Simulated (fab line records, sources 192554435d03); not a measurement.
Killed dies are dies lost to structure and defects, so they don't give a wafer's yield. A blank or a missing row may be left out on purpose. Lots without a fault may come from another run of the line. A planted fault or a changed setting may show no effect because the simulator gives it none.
Chamber matching | flow n5_finfet | N5_BEOL_M3_VIA_ETCH_34 on rie_diel-03: 4 sister chambers
The step etches the open film in C4F6/O2, target depth 69.4 nm, time 65.9 s. 20 wafers are shown with their chamber, then 10 later ones without.

WAFERS WITH THEIR CHAMBER
wafer  | chamber | showerhead_plenum_p_Torr (Torr) | throttle_valve_pct (%) | drypump_motor_current_A (A)
L074.2 | 3       | 2.90                            | 30.59                  | 5.8
L074.3 | 1       | 2.93                            | 30.68                  | 6.6
L074.4 | 0       | 2.80                            | 30.23                  | 5.6
L079.1 | 2       | 3.01                            | 30.53                  | 6.4
L079.4 | 3       | 2.89                            | 30.60                  | 5.7
L079.6 | 0       | 2.79                            | 30.23                  | 5.7
L082.1 | 3       | 2.89                            | 30.59                  | 5.8
L082.4 | 2       | 3.00                            | 30.54                  | 6.4
L082.6 | 3       | 2.89                            | 30.58                  | 5.7
L083.1 | 0       | 2.79                            | 30.23                  | 5.6
L083.4 | 2       | 3.00                            | 30.54                  | 6.4
L083.5 | 2       | 3.00                            | 30.55                  | 6.4
L085.3 | 3       | 2.89                            | 30.60                  | 5.8
L085.5 | 2       | 3.00                            | 30.55                  | 6.4
L085.6 | 3       | 2.89                            | 30.61                  | 5.8
L086.1 | 0       | 2.79                            | 30.23                  | 5.7
L086.5 | 1       | 2.92                            | 30.70                  | 6.6
L086.6 | 0       | 2.79                            | 30.25                  | 5.7
L088.2 | 0       | 2.78                            | 30.26                  | 5.7
L088.5 | 1       | 2.92                            | 30.71                  | 6.7

SIGNATURES (means of the wafers above)
reading                  | chamber 0 | chamber 1 | chamber 2 | chamber 3 | scatter within a chamber
showerhead_plenum_p_Torr | 2.7900    | 2.9233    | 3.0020    | 2.8917    | 0.00518
throttle_valve_pct       | 30.2383   | 30.6967   | 30.5420   | 30.5950   | 0.0117
drypump_motor_current_A  | 5.667     | 6.633     | 6.400     | 5.767     | 0.0456
Rule: a wafer's distance from a chamber is the root of the sum, over the readings, of the square of ((its reading less the chamber's mean) divided by the reading's scatter). The wafer belongs to the nearest chamber; if the next one is less than 2 further off, it can't be placed. The scatter: the root of (the sum of the squares of (reading less its chamber's mean) over the shown wafers, divided by (wafers less chambers)).

WAFERS WITHOUT THEIR CHAMBER
wafer  | showerhead_plenum_p_Torr (Torr) | throttle_valve_pct (%) | drypump_motor_current_A (A)
L088.6 | 2.78                            | 30.24                  | 5.6
L089.1 | 2.92                            | 30.70                  | 6.6
L089.4 | 2.78                            | 30.24                  | 5.7
L089.6 | 3.00                            | 30.54                  | 6.4
L087.1 | 2.78                            | 30.27                  | 5.6
L087.2 | 3.00                            | 30.57                  | 6.4
L087.3 | 2.92                            | 30.71                  | 6.6
L095.2 | 2.99                            | 30.57                  | 6.4
L095.4 | 2.88                            | 30.62                  | 5.8
L095.5 | 2.91                            | 30.73                  | 6.6

WHICH CHAMBER EACH WENT THROUGH
wafer  | from the rows above | in truth
L088.6 | 0                   | 0
L089.1 | 1                   | 1
L089.4 | 0                   | 0
L089.6 | 2                   | 2
L087.1 | 0                   | 0
L087.2 | 2                   | 2
L087.3 | 1                   | 1
L095.2 | 2                   | 2
L095.4 | 3                   | 3
L095.5 | 1                   | 1
Placed correctly: 10 of 10. Can't be placed from these rows: 0. Placed wrongly: 0.
